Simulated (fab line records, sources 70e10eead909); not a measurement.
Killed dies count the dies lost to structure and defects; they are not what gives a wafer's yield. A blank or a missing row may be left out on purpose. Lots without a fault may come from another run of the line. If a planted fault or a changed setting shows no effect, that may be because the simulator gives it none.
Matching of chambers :: flow nand harc :: 4 sister chambers for NHARC_A_SGD_CUT_CMP_21 on cmp-02
The step polishes, target thk 148.19 nm. 16 wafers are shown with their chamber, then 8 later ones without.

== EACH WAFER AND ITS CHAMBER ==
wafer: L077.1
chamber: 0
motor current A (A): 11.8
time to endpoint s (s): 47.3

wafer: L077.4
chamber: 2
motor current A (A): 12.5
time to endpoint s (s): 49.1

wafer: L077.5
chamber: 2
motor current A (A): 12.4
time to endpoint s (s): 49.9

wafer: L078.1
chamber: 1
motor current A (A): 14.9
time to endpoint s (s): 45.7

wafer: L078.2
chamber: 2
motor current A (A): 12.5
time to endpoint s (s): 54.2

wafer: L078.5
chamber: 3
motor current A (A): 11.5
time to endpoint s (s): 46.6

wafer: L080.1
chamber: 3
motor current A (A): 11.5
time to endpoint s (s): 45.2

wafer: L080.2
chamber: 2
motor current A (A): 12.9
time to endpoint s (s): 52.6

wafer: L080.5
chamber: 3
motor current A (A): 11.1
time to endpoint s (s): 45.4

wafer: L082.2
chamber: 3
motor current A (A): 11.5
time to endpoint s (s): 48.1

wafer: L082.3
chamber: 0
motor current A (A): 12.3
time to endpoint s (s): 46.2

wafer: L082.5
chamber: 3
motor current A (A): 12.2
time to endpoint s (s): 48.4

wafer: L088.1
chamber: 2
motor current A (A): 11.6
time to endpoint s (s): 48.8

wafer: L088.3
chamber: 0
motor current A (A): 12.0
time to endpoint s (s): 52.0

wafer: L088.6
chamber: 1
motor current A (A): 15.0
time to endpoint s (s): 44.6

wafer: L087.1
chamber: 0
motor current A (A): 12.0
time to endpoint s (s): 48.3

SIGNATURES (means of the wafers above)
reading: motor current A
chamber 0: 12.025
chamber 1: 14.950
chamber 2: 12.380
chamber 3: 11.560
scatter within a chamber: 0.373

reading: time to endpoint s
chamber 0: 48.450
chamber 1: 45.150
chamber 2: 50.920
chamber 3: 46.740
scatter within a chamber: 2.06
Rule: a wafer lies at a distance from a chamber equal to the root of the sum of squares, over the readings, of (its reading less the chamber's mean, divided by the reading's scatter). The wafer belongs to the nearest chamber; if the next one is less than 2 further off, it can't be placed. How the scatter is found: for the shown wafers, subtract from each reading the mean of its chamber, square and add these, divide the total by (wafers less chambers), then take the root.

== WAFERS WITHOUT THEIR CHAMBER ==
wafer: L087.3
motor current A (A): 11.2
time to endpoint s (s): 51.4

wafer: L087.5
motor current A (A): 12.0
time to endpoint s (s): 48.9

wafer: L094.1
motor current A (A): 12.9
time to endpoint s (s): 51.5

wafer: L094.3
motor current A (A): 12.5
time to endpoint s (s): 50.7

wafer: L094.4
motor current A (A): 11.0
time to endpoint s (s): 48.0

wafer: L097.2
motor current A (A): 11.2
time to endpoint s (s): 48.1

wafer: L097.4
motor current A (A): 13.4
time to endpoint s (s): 47.1

wafer: L097.5
motor current A (A): 12.2
time to endpoint s (s): 52.2

== WHICH CHAMBER EACH WENT THROUGH ==
wafer: L087.3
from the rows above: can't be placed: 3 or 0 or 2
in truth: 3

wafer: L087.5
from the rows above: can't be placed: 0 or 2 or 3
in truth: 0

wafer: L094.1
from the rows above: can't be placed: 2 or 0
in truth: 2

wafer: L094.3
from the rows above: can't be placed: 2 or 0
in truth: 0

wafer: L094.4
from the rows above: can't be placed: 3 or 0
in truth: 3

wafer: L097.2
from the rows above: can't be placed: 3 or 0
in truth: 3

wafer: L097.4
from the rows above: can't be placed: 2 or 0 or 1 or 3
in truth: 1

wafer: L097.5
from the rows above: can't be placed: 2 or 0
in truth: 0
Correctly placed: 0 of 8. Cannot be placed on the basis of these rows: 8; the candidates contain the true chamber in 8. Number placed wrongly: 0.
